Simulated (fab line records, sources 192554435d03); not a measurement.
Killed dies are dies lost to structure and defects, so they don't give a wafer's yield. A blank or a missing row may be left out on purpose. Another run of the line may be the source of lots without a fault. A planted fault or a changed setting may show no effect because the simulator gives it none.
fab line records	flow n5_finfet	part 2 of 2: steps 5 to 6 of 6
record lots=23	wafers=69	last_day=22
route steps=1938 shown FIN_SAQP@120 FIN_CUT@172 STI_FIN_REVEAL@199
lots that met no fault: taken from a fault-free run of the same line
start_h: start of the lot's first displayed wafer, in hours after the record's first day	wait_h: hours since the lot's step before	" the same as in the row above	L1.1+2: several wafers, shown together as one row	- no value, or no start was given	* or withheld: withheld	< > ~ a bound
route shown NAME@n: a module of which the file shows steps, and the number in the route of the first	usual: average and standard deviation across the fault-free wafers	same: alike in all rows	chamber/n: place in a boat	sites: per-site readings	_std_site: their standard deviation	_edge_site: the outer-site mean with the inner-site mean subtracted	radius_mm: for every site, how far away it sits from the centre of the wafer	mask NAME#n: copy n	behind: tool/chamber where the wafer was last shaped	hold: cause of the lot's hold/its duration in hours/its outcome	device: the n, p or np transistor that did not switch	end of line: tests run on the same wafers once the route is complete	where a step has no rows: the recipe by itself	killed: dies that structure and defects cost at the first sort, which is not the same as the wafer's yield	map: dies across one wafer; x = killed, . = not, _ = none there
set.NAME: the run value of the setting; set.NAME@STEP: its run value at that earlier step	model.NAME: the simulator's own value behind a step, which no gauge read
route steps across a sampled set of lots; one table per step, one row per wafer
services: from which hour (start_h, from the record's first day; less than 0 if before it) a tool's chamber was out of use, for how many hours, and why
## steps
# step N5_FIN_CUT_STRIP_24
# recipe chemistry=CF4	resist=SiARC	power_w=300	bias_power_w=75	pressure_mtorr=50	cf4_flow_sccm=150	rf_frequency_hz=6e+07
# usual drypump_motor_current_A=5.8/0.36	oes_product_au=0.80/0.085	rf_vpp_V=271.2/1.4	showerhead_plenum_p_Torr=1.79/0.052	throttle_valve_pct=13.58/0.21
lot.wafer	tool	chamber	start_h	wait_h	drypump_motor_current_A	oes_product_au	rf_hours_counter_h	rf_vpp_V	showerhead_plenum_p_Torr	throttle_valve_pct
L074.1	rie_diel-01	3	27.79	0.0	6.1	0.70	235	272.4	1.84	13.81
L074.3	"	0	"	"	5.4	0.70	217	270.8	1.78	13.92
L074.5	"	2	"	"	5.7	0.88	-	272.8	1.84	13.63
L075.2	rie_diel-01	2	33.30	0.0	5.7	0.87	25	270.8	1.84	13.63
L075.4	"	0	"	"	5.4	0.70	219	270.6	1.78	13.90
L075.5	"	1	"	"	5.6	0.74	-	270.2	1.71	13.79
L076.4	rie_diel-06	2	38.99	0.0	5.5	0.84	64	270.5	1.82	13.36
L076.5	"	3	"	"	5.8	0.72	-	268.7	1.71	13.44
L076.6	"	2	"	"	5.5	0.84	-	272.8	1.82	13.36
L077.1	rie_diel-06	1	47.14	0.0	6.3	0.67	228	269.7	1.78	14.01
L077.4	"	0	"	"	6.5	0.80	104	274.2	1.87	13.44
L077.6	"	1	"	"	6.3	0.67	-	269.5	1.78	14.01
L078.4	rie_diel-06	1	51.89	0.0	6.3	0.67	229	270.0	1.78	14.01
L078.5	"	2	"	"	5.5	0.83	-	271.9	1.81	13.39
L078.6	"	3	"	"	5.8	0.71	-	270.2	1.71	13.45
L079.1	rie_diel-01	2	57.56	0.0	5.7	0.86	32	271.3	1.83	13.64
L079.3	"	1	"	"	5.6	0.74	194	270.3	1.71	13.79
L079.4	"	0	"	"	5.4	0.70	227	269.8	1.77	13.94
L080.3	rie_diel-03	1	63.61	0.0	5.2	0.72	185	272.7	1.86	13.46
L080.4	"	3	"	"	6.2	0.85	62	271.3	1.75	13.33
L080.5	"	3	"	"	6.2	0.84	-	271.5	1.75	13.33
L081.1	rie_diel-06	1	69.31	0.0	6.3	0.67	234	270.3	1.78	14.04
L081.2	"	3	"	"	5.8	0.71	200	268.7	1.71	13.48
L081.4	"	0	"	"	6.5	0.79	111	274.2	1.87	13.46
L082.1	rie_diel-03	1	76.16	0.0	5.2	0.72	188	272.6	1.85	13.46
L082.3	"	3	"	"	6.1	0.84	65	269.0	1.75	13.33
L082.6	"	0	"	"	6.0	0.92	-	271.4	1.76	13.50
L083.2	rie_diel-01	2	83.60	0.0	5.7	0.85	41	271.7	1.83	13.66
L083.3	"	1	"	"	5.6	0.73	202	269.1	1.71	13.83
L083.4	"	0	"	"	5.4	0.69	-	269.9	1.77	13.95
L084.4	rie_diel-01	2	87.76	0.0	5.7	0.84	-	271.2	1.83	13.66
L084.5	"	1	"	"	5.6	0.73	-	270.4	1.71	13.82
L084.6	"	0	"	"	5.4	0.69	-	271.6	1.77	13.94
L085.1	rie_diel-03	3	95.48	0.0	6.2	0.83	69	270.0	1.75	13.37
L085.2	"	2	"	"	5.9	0.87	25	271.7	1.83	13.41
L085.6	"	0	"	"	6.0	0.91	-	271.5	1.76	13.50
L086.3	rie_diel-03	2	102.98	0.0	5.9	0.87	27	271.1	1.83	13.41
L086.5	"	2	"	"	5.9	0.87	-	272.4	1.83	13.42
L086.6	"	1	"	"	5.2	0.72	-	272.8	1.85	13.50
L087.2	rie_diel-06	3	107.83	0.0	5.8	0.70	211	271.1	1.70	13.50
L087.4	"	1	"	"	6.3	0.66	245	269.8	1.78	14.06
L087.6	"	2	"	"	5.5	0.81	-	271.8	1.81	13.40
L088.2	rie_diel-03	3	112.18	0.0	6.1	0.83	73	270.6	1.74	13.35
L088.5	"	2	"	"	5.9	0.86	-	272.8	1.83	13.42
L088.6	"	3	"	"	6.1	0.83	-	269.2	1.74	13.36
L089.1	rie_diel-06	2	117.89	0.0	5.5	0.80	87	270.5	1.81	13.42
L089.2	"	3	"	"	5.8	0.70	213	269.9	1.70	13.50
L089.3	"	0	"	"	6.5	0.78	125	273.6	1.87	13.50
L090.3	rie_diel-03	1	123.47	0.0	5.2	0.71	203	273.0	1.85	13.51
L090.5	"	1	"	"	5.1	0.70	-	274.0	1.85	13.51
L090.6	"	2	"	"	5.9	0.85	-	271.6	1.83	13.42
L091.1	rie_diel-01	2	130.80	0.0	5.7	0.82	57	271.8	1.83	13.70
L091.2	"	3	"	"	6.1	0.93	10	272.1	1.84	13.31
L091.3	"	1	"	"	5.6	0.72	219	270.2	1.70	13.85
L092.1	rie_diel-03	3	135.91	0.0	6.2	0.82	81	269.9	1.74	13.37
L092.2	"	2	"	"	5.9	0.85	39	273.4	1.83	13.45
L092.5	"	3	"	"	6.2	0.83	-	268.7	1.74	13.37
L093.1	rie_diel-03	0	140.93	0.0	6.0	0.89	26	270.1	1.76	13.54
L093.4	"	3	"	"	6.2	0.81	83	270.3	1.74	13.38
L093.5	"	1	"	"	5.2	0.71	-	272.7	1.85	13.52
L094.1	rie_diel-01	1	148.05	0.0	5.6	0.72	226	269.6	1.70	13.86
L094.5	"	2	"	"	5.7	0.83	-	272.9	1.82	13.71
L094.6	"	1	"	"	5.6	0.72	-	270.3	1.70	13.86
L095.4	rie_diel-01	0	152.87	0.0	5.4	0.94	4	270.6	1.77	13.43
L095.5	"	0	"	"	5.4	0.94	-	271.6	1.77	13.42
L095.6	"	3	"	"	6.1	0.91	-	272.7	1.83	13.31
L097.3	rie_diel-01	0	166.35	0.0	5.4	0.92	8	269.2	1.77	13.42
L097.4	"	1	"	"	5.6	0.71	232	267.9	1.70	13.90
L097.5	"	0	"	"	5.4	0.93	-	269.7	1.77	13.42
# step N5_STI_FIN_REVEAL_ETCH_34
# recipe chemistry=H2	mode=isotropic	material=Si	target=Si	target_depth_a=9.7	temp_c=20	pressure_mtorr=4.5	icp_w=300	bias_w=0	h2_flow_sccm=7.5	he_flow_sccm=142.5
# usual drypump_motor_current_A=5.8/0.48	he_flow_sccm=142.5/0.44	oes_product_au=1.000/0.018	throttle_valve_pct=25.85/0.3
lot.wafer	tool	chamber	start_h	wait_h	drypump_motor_current_A	he_flow_sccm	oes_product_au	rf_hours_counter_h	throttle_valve_pct
L074.1	rie_si-01	2	36.49	0.2	5.9	143.4	0.964	102	25.51
L074.3	"	3	"	"	5.8	142.6	0.988	24	26.13
L074.5	"	2	"	"	5.8	142.3	0.958	-	25.51
L075.2	rie_si-01	3	41.87	0.1	5.8	141.8	0.997	24	26.15
L075.4	"	1	"	"	5.1	142.6	0.993	139	25.77
L075.5	"	2	"	"	5.8	142.9	0.949	-	25.49
L076.4	rie_si-01	1	48.10	0.1	5.1	142.1	0.992	139	25.77
L076.5	"	3	"	"	5.9	142.8	0.988	-	26.14
L076.6	"	0	"	"	4.9	143.8	1.020	-	26.33
L077.1	rie_si-03	2	55.68	0.2	5.7	143.2	1.012	112	25.71
L077.4	"	0	"	"	5.9	142.4	0.995	4	26.00
L077.6	"	0	"	"	6.0	142.0	0.995	-	26.00
L078.4	rie_si-03	1	61.46	0.1	6.7	142.7	1.027	187	26.27
L078.5	"	0	"	"	5.9	142.8	0.988	-	25.98
L078.6	"	1	"	"	6.7	142.5	1.026	-	26.28
L079.1	rie_si-03	0	66.95	0.2	5.9	142.5	0.995	4	25.97
L079.3	"	1	"	"	6.7	142.3	1.017	187	26.26
L079.4	"	2	"	"	5.7	142.4	1.003	112	25.72
L080.3	rie_si-03	0	73.21	0.1	5.9	141.6	1.008	4	25.99
L080.4	"	2	"	"	5.7	142.5	1.016	112	25.74
L080.5	"	3	"	"	6.2	142.6	1.017	-	25.44
L081.1	rie_si-05	0	78.43	0.2	6.0	141.9	0.986	16	25.65
L081.2	"	2	"	"	5.9	142.6	1.016	89	25.69
L081.4	"	0	"	"	6.0	143.2	1.004	-	25.66
L082.1	rie_si-05	0	84.98	0.2	6.0	143.2	0.984	16	25.67
L082.3	"	2	"	"	5.9	142.1	1.007	89	25.69
L082.6	"	2	"	"	5.9	142.8	1.001	-	25.68
L083.2	rie_si-03	0	92.44	0.1	5.9	142.5	1.000	4	25.99
L083.3	"	2	"	"	5.7	142.6	1.007	113	25.71
L083.4	"	3	"	"	6.2	142.0	1.011	3	25.44
L084.4	rie_si-03	0	96.25	0.1	5.9	141.8	1.001	4	25.99
L084.5	"	3	"	"	6.2	142.6	1.005	-	25.43
L084.6	"	0	"	"	5.9	142.4	1.000	-	26.00
L085.1	rie_si-01	3	105.47	0.2	5.8	142.3	0.998	25	26.14
L085.2	"	2	"	"	5.9	142.4	0.957	103	25.52
L085.6	"	0	"	"	4.9	142.5	1.020	-	26.32
L086.3	rie_si-01	1	111.59	0.1	5.1	141.8	1.004	140	25.76
L086.5	"	2	"	"	5.9	142.7	0.969	-	25.50
L086.6	"	3	"	"	5.8	142.6	0.997	-	26.15
L087.2	rie_si-01	0	116.63	0.1	4.9	142.4	1.017	111	26.31
L087.4	"	3	"	"	5.8	142.1	0.998	25	26.15
L087.6	"	1	"	"	5.1	142.6	0.996	-	25.76
L088.2	rie_si-05	0	121.10	0.1	6.0	141.9	0.983	17	25.67
L088.5	"	2	"	"	5.9	142.9	1.003	-	25.71
L088.6	"	1	"	"	6.3	141.9	1.023	-	25.91
L089.1	rie_si-05	0	126.48	0.2	6.0	142.9	1.000	17	25.66
L089.2	"	2	"	"	5.9	141.9	1.012	90	25.68
L089.3	"	3	"	"	5.8	142.1	0.980	111	25.52
L090.3	rie_si-03	3	133.00	0.1	6.2	142.2	1.007	4	25.45
L090.5	"	0	"	"	5.9	142.9	1.000	-	25.98
L090.6	"	3	"	"	6.2	141.9	1.001	-	25.45
L091.1	rie_si-05	0	139.30	0.2	6.0	142.2	0.996	17	25.67
L091.2	"	2	"	"	5.9	142.5	1.015	90	25.70
L091.3	"	1	"	"	6.3	141.6	1.021	30	25.89
L092.1	rie_si-01	3	144.77	0.2	5.8	142.2	1.004	26	26.17
L092.2	"	1	"	"	5.1	142.8	0.995	141	25.77
L092.5	"	3	"	"	5.8	141.9	0.993	-	26.17
L093.1	rie_si-01	2	149.53	0.2	5.9	142.6	0.966	104	25.50
L093.4	"	3	"	"	5.8	142.6	0.990	26	26.16
L093.5	"	0	"	"	4.9	142.9	1.019	-	26.33
L094.1	rie_si-05	3	156.59	0.2	5.8	142.5	0.970	112	25.50
L094.5	"	2	"	"	5.9	142.3	1.003	-	25.69
L094.6	"	1	"	"	6.3	141.4	1.050	-	25.89
L095.4	rie_si-01	0	161.54	0.1	4.9	142.6	1.015	-	26.33
L095.5	"	3	"	"	5.8	142.3	0.980	-	26.15
L095.6	"	1	"	"	5.1	142.3	0.987	-	25.77
L097.3	rie_si-03	1	175.12	0.1	6.7	143.0	1.017	189	26.29
L097.4	"	2	"	"	5.7	142.2	1.011	114	25.71
L097.5	"	1	"	"	6.7	142.3	1.006	-	26.27
## services
tool	chamber	start_h	hours	kind
rie_si-05	0	-1.02	4.7	repair
rie_diel-01	-	4.79	1.1	repair
rie_si-03	3	5.31	8.3	repair
rie_diel-01	2	8.88	3.9	repair
rie_diel-06	2	9.99	2.7	repair
rie_diel-06	3	11.85	5.5	repair
rie_diel-03	-	13.18	14.6	pm
vapor_etch-01	1	23.31	3.7	repair
rie_diel-06	-	25.45	0.3	repair
rie_diel-01	1	48.99	5.8	repair
rie_si-05	1	74.49	10.9	repair
rie_diel-01	3	77.62	-	clean
rie_diel-01	3	77.62	-	consumable_replace:focus_ring
rie_diel-01	3	77.62	17.9	scheduled_down
rie_diel-03	-	82.64	0.7	repair
rie_si-05	0	92.54	11.7	repair
rie_si-05	2	97.20	1.3	repair
rie_diel-03	3	106.94	1.8	repair
rie_si-01	0	124.05	7.7	repair
rie_diel-03	0	125.34	6.0	repair
rie_si-01	1	150.52	1.5	repair
rie_diel-01	2	154.65	6.9	repair
rie_si-01	2	160.56	14.0	repair
rie_si-01	0	173.92	7.6	repair
